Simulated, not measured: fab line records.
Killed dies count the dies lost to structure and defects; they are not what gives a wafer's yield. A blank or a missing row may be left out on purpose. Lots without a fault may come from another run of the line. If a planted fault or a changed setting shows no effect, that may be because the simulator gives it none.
Which tool did it? :: flow n5 finfet :: 11 lots, 33 wafers sampled, at 4 steps of a route of 1938

WHAT THE GAUGES READ, wafer by wafer
Not one reading of a measure or inspect step in the record can be checked against a usual standard deviation.

TOOL THAT RAN EACH LOT (tool first, then ch and the chambers of the sampled wafers, then the start)
lot: L451
N5_GATE_CUT_CUT_ETCH_55: rie metal-02 ch 0,1, day 4 09:38
N5_PASSIVATION_ETCH_15: rie diel-02 ch 0,1,3, day 11 08:36 or earlier
N5_PASSIVATION_DESCUM_32: rie diel-01 ch 0,1,2, day 11 08:36
N5_PASSIVATION_PROBE_49: prober-01, day 11 14:49

lot: L452
N5_GATE_CUT_CUT_ETCH_55: rie metal-01 ch 0,1, day 4 22:50
N5_PASSIVATION_ETCH_15: rie diel-06 ch 0,2,3, day 12 05:01 or earlier
N5_PASSIVATION_DESCUM_32: rie diel-05 ch 0,2, day 12 05:01
N5_PASSIVATION_PROBE_49: prober-01, day 12 10:00

lot: L456
N5_GATE_CUT_CUT_ETCH_55: rie metal-01 ch 0,1, day 5 22:13
N5_PASSIVATION_ETCH_15: rie diel-02 ch 0,2,3, day 12 21:57 or earlier
N5_PASSIVATION_DESCUM_32: rie diel-01 ch 0,2, day 12 21:57
N5_PASSIVATION_PROBE_49: -

lot: L457
N5_GATE_CUT_CUT_ETCH_55: rie metal-02 ch 0,1, day 6 07:48
N5_PASSIVATION_ETCH_15: rie diel-03 ch 0,1,2, day 13 14:55 or earlier
N5_PASSIVATION_DESCUM_32: rie diel-05 ch 0,2,3, day 13 14:55
N5_PASSIVATION_PROBE_49: prober-02, day 13 20:04

lot: L459
N5_GATE_CUT_CUT_ETCH_55: rie metal-03 ch 0,1, day 6 16:23
N5_PASSIVATION_ETCH_15: rie diel-06 ch 0,2, day 13 14:11 or earlier
N5_PASSIVATION_DESCUM_32: rie diel-01 ch 0,1,3, day 13 14:11
N5_PASSIVATION_PROBE_49: -

lot: L460
N5_GATE_CUT_CUT_ETCH_55: rie metal-01 ch 1, day 6 19:25
N5_PASSIVATION_ETCH_15: rie diel-03 ch 0,2,3, day 13 19:20 or earlier
N5_PASSIVATION_DESCUM_32: rie diel-01 ch 0,1,3, day 13 19:20
N5_PASSIVATION_PROBE_49: prober-02, day 14 00:23

lot: L461
N5_GATE_CUT_CUT_ETCH_55: rie metal-01 ch 0,1, day 7 02:38
N5_PASSIVATION_ETCH_15: rie diel-06 ch 0,1,3, day 14 17:09 or earlier
N5_PASSIVATION_DESCUM_32: rie diel-04 ch 1,2, day 14 17:09
N5_PASSIVATION_PROBE_49: -

lot: L462
N5_GATE_CUT_CUT_ETCH_55: rie metal-01 ch 0,1, day 7 07:26
N5_PASSIVATION_ETCH_15: rie diel-02 ch 2,3, day 14 10:44 or earlier
N5_PASSIVATION_DESCUM_32: rie diel-05 ch 1,3, day 14 10:44
N5_PASSIVATION_PROBE_49: prober-02, day 14 16:05

lot: L464
N5_GATE_CUT_CUT_ETCH_55: rie metal-01 ch 0,1, day 7 21:17
N5_PASSIVATION_ETCH_15: rie diel-02 ch 0,2, day 14 23:35 or earlier
N5_PASSIVATION_DESCUM_32: rie diel-01 ch 0,1, day 14 23:35
N5_PASSIVATION_PROBE_49: prober-02, day 15 05:44

lot: L467
N5_GATE_CUT_CUT_ETCH_55: rie metal-03 ch 0,1, day 8 14:25
N5_PASSIVATION_ETCH_15: rie diel-02 ch 0,1, day 15 16:39 or earlier
N5_PASSIVATION_DESCUM_32: rie diel-01 ch 1,2,3, day 15 16:39
N5_PASSIVATION_PROBE_49: prober-02, day 15 22:32

lot: L472
N5_GATE_CUT_CUT_ETCH_55: rie metal-02 ch 0, day 9 19:33
N5_PASSIVATION_ETCH_15: rie diel-02 ch 0,1, day 16 23:47 or earlier
N5_PASSIVATION_DESCUM_32: rie diel-01 ch 1,2,3, day 16 23:47
N5_PASSIVATION_PROBE_49: prober-01, day 17 05:10
- N5_GATE_CUT_CUT_ETCH_55: etches HfO2 in BCl3, target depth 3.2 nm.
- N5_PASSIVATION_ETCH_15: etches SiCN in CF4/N2, target depth 75 nm, time 81.2 s.
- N5_PASSIVATION_DESCUM_32: chemistry O2, time 7.9 s.
- N5_PASSIVATION_PROBE_49

WHAT THE TOOLS THEMSELVES READ (means of the sampled wafers that have a number; where no wafer has one, the mark that the record gives instead)
N5_GATE_CUT_CUT_ETCH_55.
lot: L451
tool: rie metal-02
drypump motor current A (A): 5.4
oes product au (a.u.): 0.81
rf fwd power W (W): 442.3
throttle valve pct (%): 32.6

lot: L452
tool: rie metal-01
drypump motor current A (A): 5.8
oes product au (a.u.): 0.81
rf fwd power W (W): 438.8
throttle valve pct (%): 33.3

lot: L456
tool: rie metal-01
drypump motor current A (A): 5.8
oes product au (a.u.): 0.81
rf fwd power W (W): 439.1
throttle valve pct (%): 33.4

lot: L457
tool: rie metal-02
drypump motor current A (A): 5.4
oes product au (a.u.): 0.80
rf fwd power W (W): 441.7
throttle valve pct (%): 32.6

lot: L459
tool: rie metal-03
drypump motor current A (A): 5.1
oes product au (a.u.): 0.75
rf fwd power W (W): 442.4
throttle valve pct (%): 33.6

lot: L460
tool: rie metal-01
drypump motor current A (A): 6.1
oes product au (a.u.): 0.82
rf fwd power W (W): 439.1
throttle valve pct (%): 33.7

lot: L461
tool: rie metal-01
drypump motor current A (A): 5.8
oes product au (a.u.): 0.80
rf fwd power W (W): 437.7
throttle valve pct (%): 33.3

lot: L462
tool: rie metal-01
drypump motor current A (A): 5.8
oes product au (a.u.): 0.80
rf fwd power W (W): 438.9
throttle valve pct (%): 33.3

lot: L464
tool: rie metal-01
drypump motor current A (A): 5.6
oes product au (a.u.): 0.77
rf fwd power W (W): 438.8
throttle valve pct (%): 33.1

lot: L467
tool: rie metal-03
drypump motor current A (A): 5.1
oes product au (a.u.): 0.74
rf fwd power W (W): 440.5
throttle valve pct (%): 33.6

lot: L472
tool: rie metal-02
drypump motor current A (A): 5.5
oes product au (a.u.): 0.74
rf fwd power W (W): 443.9
throttle valve pct (%): 32.5

N5_PASSIVATION_ETCH_15.
lot: L451
tool: rie diel-02
drypump motor current A (A): 5.9
oes product au (a.u.): 0.81
rf fwd power W (W): 428.0
rf vpp V (V): 384.7
showerhead plenum p Torr (Torr): 2.32
throttle valve pct (%): 15.23

lot: L452
tool: rie diel-06
drypump motor current A (A): 5.7
oes product au (a.u.): 0.87
rf fwd power W (W): 427.6
rf vpp V (V): 383.4
showerhead plenum p Torr (Torr): 2.24
throttle valve pct (%): 15.25

lot: L456
tool: rie diel-02
drypump motor current A (A): 5.9
oes product au (a.u.): 0.80
rf fwd power W (W): 428.4
rf vpp V (V): 383.6
showerhead plenum p Torr (Torr): 2.25
throttle valve pct (%): 15.44

lot: L457
tool: rie diel-03
drypump motor current A (A): 6.0
oes product au (a.u.): 0.75
rf fwd power W (W): 426.9
rf vpp V (V): 381.8
showerhead plenum p Torr (Torr): 2.18
throttle valve pct (%): 15.57

lot: L459
tool: rie diel-06
drypump motor current A (A): 5.4
oes product au (a.u.): 0.87
rf fwd power W (W): 427.3
rf vpp V (V): 382.2
showerhead plenum p Torr (Torr): 2.21
throttle valve pct (%): 15.31

lot: L460
tool: rie diel-03
drypump motor current A (A): 5.8
oes product au (a.u.): 0.81
rf fwd power W (W): 428.5
rf vpp V (V): 381.0
showerhead plenum p Torr (Torr): 2.14
throttle valve pct (%): 15.47

lot: L461
tool: rie diel-06
drypump motor current A (A): 6.0
oes product au (a.u.): 0.85
rf fwd power W (W): 429.2
rf vpp V (V): 383.1
showerhead plenum p Torr (Torr): 2.24
throttle valve pct (%): 15.21

lot: L462
tool: rie diel-02
drypump motor current A (A): 6.0
oes product au (a.u.): 0.76
rf fwd power W (W): 428.3
rf vpp V (V): 380.8
showerhead plenum p Torr (Torr): 2.17
throttle valve pct (%): 15.70

lot: L464
tool: rie diel-02
drypump motor current A (A): 6.2
oes product au (a.u.): 0.72
rf fwd power W (W): 428.3
rf vpp V (V): 381.7
showerhead plenum p Torr (Torr): 2.16
throttle valve pct (%): 15.66

lot: L467
tool: rie diel-02
drypump motor current A (A): 6.1
oes product au (a.u.): 0.72
rf fwd power W (W): 428.0
rf vpp V (V): 384.9
showerhead plenum p Torr (Torr): 2.29
throttle valve pct (%): 15.28

lot: L472
tool: rie diel-02
drypump motor current A (A): 6.1
oes product au (a.u.): 0.74
rf fwd power W (W): 427.8
rf vpp V (V): 384.3
showerhead plenum p Torr (Torr): 2.29
throttle valve pct (%): 15.26

N5_PASSIVATION_DESCUM_32.
lot: L451
tool: rie diel-01
drypump motor current A (A): 6.2
oes product au (a.u.): 0.79
rf fwd power W (W): 49.59
rf vpp V (V): 243.1
showerhead plenum p Torr (Torr): 2.11
throttle valve pct (%): 20.68

lot: L452
tool: rie diel-05
drypump motor current A (A): 6.3
oes product au (a.u.): 0.76
rf fwd power W (W): 49.44
rf vpp V (V): 243.2
showerhead plenum p Torr (Torr): 2.06
throttle valve pct (%): 20.39

lot: L456
tool: rie diel-01
drypump motor current A (A): 6.2
oes product au (a.u.): 0.74
rf fwd power W (W): 49.81
rf vpp V (V): 242.3
showerhead plenum p Torr (Torr): 2.08
throttle valve pct (%): 20.60

lot: L457
tool: rie diel-05
drypump motor current A (A): 5.9
oes product au (a.u.): 0.75
rf fwd power W (W): 49.77
rf vpp V (V): 243.6
showerhead plenum p Torr (Torr): 2.09
throttle valve pct (%): 20.47

lot: L459
tool: rie diel-01
drypump motor current A (A): 5.7
oes product au (a.u.): 0.88
rf fwd power W (W): 49.62
rf vpp V (V): 244.1
showerhead plenum p Torr (Torr): 2.16
throttle valve pct (%): 20.56

lot: L460
tool: rie diel-01
drypump motor current A (A): 5.7
oes product au (a.u.): 0.87
rf fwd power W (W): 49.74
rf vpp V (V): 243.8
showerhead plenum p Torr (Torr): 2.16
throttle valve pct (%): 20.58

lot: L461
tool: rie diel-04
drypump motor current A (A): 5.7
oes product au (a.u.): 0.76
rf fwd power W (W): 49.45
rf vpp V (V): 244.2
showerhead plenum p Torr (Torr): 2.09
throttle valve pct (%): 20.47

lot: L462
tool: rie diel-05
drypump motor current A (A): 5.8
oes product au (a.u.): 0.78
rf fwd power W (W): 49.79
rf vpp V (V): 244.3
showerhead plenum p Torr (Torr): 2.16
throttle valve pct (%): 20.48

lot: L464
tool: rie diel-01
drypump motor current A (A): 6.2
oes product au (a.u.): 0.80
rf fwd power W (W): 49.76
rf vpp V (V): 243.0
showerhead plenum p Torr (Torr): 2.11
throttle valve pct (%): 20.84

lot: L467
tool: rie diel-01
drypump motor current A (A): 6.1
oes product au (a.u.): 0.90
rf fwd power W (W): 49.64
rf vpp V (V): 243.5
showerhead plenum p Torr (Torr): 2.14
throttle valve pct (%): 20.39

lot: L472
tool: rie diel-01
drypump motor current A (A): 6.1
oes product au (a.u.): 0.88
rf fwd power W (W): 49.69
rf vpp V (V): 243.4
showerhead plenum p Torr (Torr): 2.13
throttle valve pct (%): 20.41

N5_PASSIVATION_PROBE_49.
lot: L451
tool: prober-01
defect limited yield (%): 92.1
killed_at_M0_to_M3: 34
killed_at_M4_up: 9
killed at contacts: 9
killed at front end: 42
killed at other: 0.7
killed dies: 94
killed on rim: 10
killed open: 60
killed short: 33
sort_bin_5_function (%): 4.5
sort_bin_6_memory (%): 3.1
sort n pass: 1086
sort yield pct (%): 92.1

lot: L452
tool: prober-01
defect limited yield (%): 90.1
killed_at_M0_to_M3: 37
killed_at_M4_up: 15
killed at contacts: 8
killed at front end: 54
killed at other: 3.3
killed dies: 117
killed on rim: 16
killed open: 82
killed short: 31
sort_bin_5_function (%): 5.9
sort_bin_6_memory (%): 3.9
sort n pass: 1063
sort yield pct (%): 90.1

lot: L457
tool: prober-02
defect limited yield (%): 92.4
killed_at_M0_to_M3: 30
killed_at_M4_up: 12
killed at contacts: 7
killed at front end: 37
killed at other: 3.7
killed dies: 90
killed on rim: 13
killed open: 50
killed short: 37
sort_bin_5_function (%): 4.2
sort_bin_6_memory (%): 3.1
sort n pass: 1090
sort yield pct (%): 92.4

lot: L460
tool: prober-02
defect limited yield (%): 91.4
killed_at_M0_to_M3: 46
killed_at_M4_up: 11
killed at contacts: 12
killed at front end: 28
killed at other: 4.7
killed dies: 101
killed on rim: 13
killed open: 67
killed short: 34
sort_bin_5_function (%): 5.2
sort_bin_6_memory (%): 3.0
sort n pass: 1079
sort yield pct (%): 91.4

lot: L462
tool: prober-02
defect limited yield (%): 87.4
killed_at_M0_to_M3: 41
killed_at_M4_up: 10
killed at contacts: 8
killed at front end: 89
killed at other: 0.3
killed dies: 148
killed on rim: 21
killed open: 69
killed short: 38
sort_bin_5_function (%): 7.5
sort_bin_6_memory (%): 3.8
sort n pass: 1032
sort yield pct (%): 87.4

lot: L464
tool: prober-02
defect limited yield (%): 83.0
killed_at_M0_to_M3: 38
killed_at_M4_up: 21
killed at contacts: 11
killed at front end: 128
killed at other: 2.3
killed dies: 201
killed on rim: 27
killed open: 78
killed short: 39
sort_bin_5_function (%): 10.2
sort_bin_6_memory (%): 4.2
sort n pass: 979
sort yield pct (%): 83.0

lot: L467
tool: prober-02
defect limited yield (%): 92.0
killed_at_M0_to_M3: 46
killed_at_M4_up: 9
killed at contacts: 8
killed at front end: 29
killed at other: 2.0
killed dies: 94
killed on rim: 12
killed open: 60
killed short: 32
sort_bin_5_function (%): 4.6
sort_bin_6_memory (%): 3.1
sort n pass: 1086
sort yield pct (%): 92.0

lot: L472
tool: prober-01
defect limited yield (%): 90.9
killed_at_M0_to_M3: 27
killed_at_M4_up: 18
killed at contacts: 10
killed at front end: 46
killed at other: 6.0
killed dies: 107
killed on rim: 14
killed open: 69
killed short: 36
sort_bin_5_function (%): 5.4
sort_bin_6_memory (%): 3.2
sort n pass: 1073
sort yield pct (%): 90.9

THE ANSWER, worked out from the rows above alone
Rule: what is usual is taken from the lots themselves. The widest of any qualifying gaps counts: lots, ordered by their means at a reading, are off when they make up no more than a third of the lots, leave a main group of 4 or more, and stand apart from it by 3 or more times the standard deviation of that group's means. Not used: any main group whose means are identical at the precision the tables above print for the reading. Also off: a lot with no number at a reading for which 4 or more lots have one. All remaining lots with rows at the step are treated as sound. First the gauges in route order, then the tools' own readings, where a lot's mean is used as printed above. The first step at which some lot is off is used, and at that step the reading that is off furthest; a lot without a number counts as furthest.
Off: L462, L464 (N5_PASSIVATION_PROBE_49, killed at front end). The main group has a mean of 39 with a standard deviation of 9.2. Neither off nor sound, because the step has no rows for them: L456, L459, L461.
If a tool, at that step or one of the process steps before it, ran each lot that is off and ran no sound lot following the first of them, it fits. Because N5_PASSIVATION_ETCH_15 lacks a start for some lots, the hours and order of its lots are taken from N5_PASSIVATION_DESCUM_32. One candidate fits, namely rie metal-01 at N5_GATE_CUT_CUT_ETCH_55. A fault onset in the window from L460 (day 6 19:25, its last sound lot) to L462 (day 7 07:26, its first lot off) fits.

WHAT THE SIMULATOR PUT IN
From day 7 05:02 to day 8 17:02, rie metal-01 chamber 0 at N5_GATE_CUT_CUT_ETCH_55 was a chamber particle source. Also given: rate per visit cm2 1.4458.
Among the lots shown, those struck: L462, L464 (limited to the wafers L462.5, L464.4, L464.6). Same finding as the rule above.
